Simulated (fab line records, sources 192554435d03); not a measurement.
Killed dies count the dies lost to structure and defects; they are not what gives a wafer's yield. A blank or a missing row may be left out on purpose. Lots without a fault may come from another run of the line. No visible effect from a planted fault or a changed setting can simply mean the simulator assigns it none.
Split-lot trial	flow n5 finfet	21 wafers read across 7 lots, on a route 1938 steps long

## THE SPLIT
At N5_BEOL_M2_DESCUM_16 (chemistry O2, time 7 s), the setting time s was moved away from the recipe's 7 s on 7 of the 21 wafers read, by -21.7% to -9.7%. This setting was run at the recipe's value on the other wafers.

The reading is taken at the split's own step.

## THE READING
CAR-EUV_of_BEOL_M2_COAT_05.thk nm (the simulator's own value, which no gauge read), in nm, at N5_BEOL_M2_DESCUM_16 (chemistry O2, time 7 s). No usual value for it is given in the file. Across the 14 wafers here that went through the recipe, the average is 26.0 nm and the standard deviation 0.13 nm.

wafer	tool, chamber at the split	time s as run, s	against the recipe	CAR-EUV_of_BEOL_M2_COAT_05.thk nm, nm	against lot-mates on the recipe
L077.2	rie diel-01, 0	7	recipe	26.2	-
L077.5	rie diel-01, 0	7	recipe	26.2	-
L077.3	rie diel-01, 2	7	recipe	26	-
L078.2	rie diel-01, 3,1	6.316	-9.8%	26.4	no lot-mate on the recipe
L078.5	rie diel-01, 3,1	6.316	-9.8%	26.4	no lot-mate on the recipe
L078.3	rie diel-01, 2	6.316	-9.8%	26.2	no lot-mate on the recipe
L079.3	rie diel-05, 1	7	recipe	26	-
L079.4	rie diel-05, 3,2	7	recipe	25.8	-
L079.6	rie diel-05, 3,2	7	recipe	25.8	-
L080.2	rie diel-03, 3	5.959	-14.9%	26.6	+0.4
L080.3	rie diel-03, 2	5.959	-14.9%	26.4	+0.2
L080.4	rie diel-03, 0	7	recipe	26.2	-
L086.1	rie diel-05, 1,2	7	recipe	26	-
L086.3	rie diel-05, 1,2	7	recipe	26	-
L086.2	rie diel-05, 0	6.324	-9.7%	26.4	+0.4
L090.3	rie diel-03, 2,1	7	recipe	26	-
L090.5	rie diel-03, 2,1	7	recipe	26	-
L090.6	rie diel-03, 0	5.484	-21.7%	26.8	+0.8
L091.1	rie diel-03, 3	7	recipe	26	-
L091.6	rie diel-03, 3	7	recipe	26	-
L091.4	rie diel-03, 2	7	recipe	26.2	-
When a row names more than one chamber, that row covers several wafers, and the file does not tell which wafer ran in which chamber.

THE FIT
A straight line over all 21 wafers: CAR-EUV_of_BEOL_M2_COAT_05.thk nm changes by -0.0336 nm for each +1% of time s; r = -0.88; the points scatter about the line by 0.12 nm.
The same after taking each lot's own level away (the mean of its wafers on the recipe; 18 wafers): -0.0301 nm for each +1%; r = -0.90; scatter 0.11 nm.
That fit puts the effect of the largest move of time s on the reading at 0.65 nm.
The lots' own levels span 25.87 to 26.20 nm, that is 2.6 times the standard deviation above.
In other words, the slope is changed by the lot-to-lot level; the two fits disagree.
Check: +0.515 nm against its lot-mates is what the line predicts for one of the wafers moved furthest among these (-21.7%) when that wafer is left out of the fit. Against them it came out at +0.8 nm.

## THE OTHER SPLITS THESE WAFERS WENT THROUGH
These wafers also went through other splits before the reading. Each is held against what the fit with the lots' levels taken away leaves over:
other split on the same wafers	wafers away from the commonest value	r with CAR-EUV_of_BEOL_M2_COAT_05.thk nm (lot level and that fit taken away)
N5_BEOL_M0_SAQP_COAT_81 spin rpm	8	-0.09
N5_BEOL_M0_ETCH_138 bias w	7	+0.56
N5_BEOL_M0_ETCH_109 bias w	3	-0.13

## THE FILE'S OWN FIT
CAR-EUV_of_BEOL_M2_COAT_05.thk nm changes by -0.0327 nm for each +1% of time s, r = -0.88.
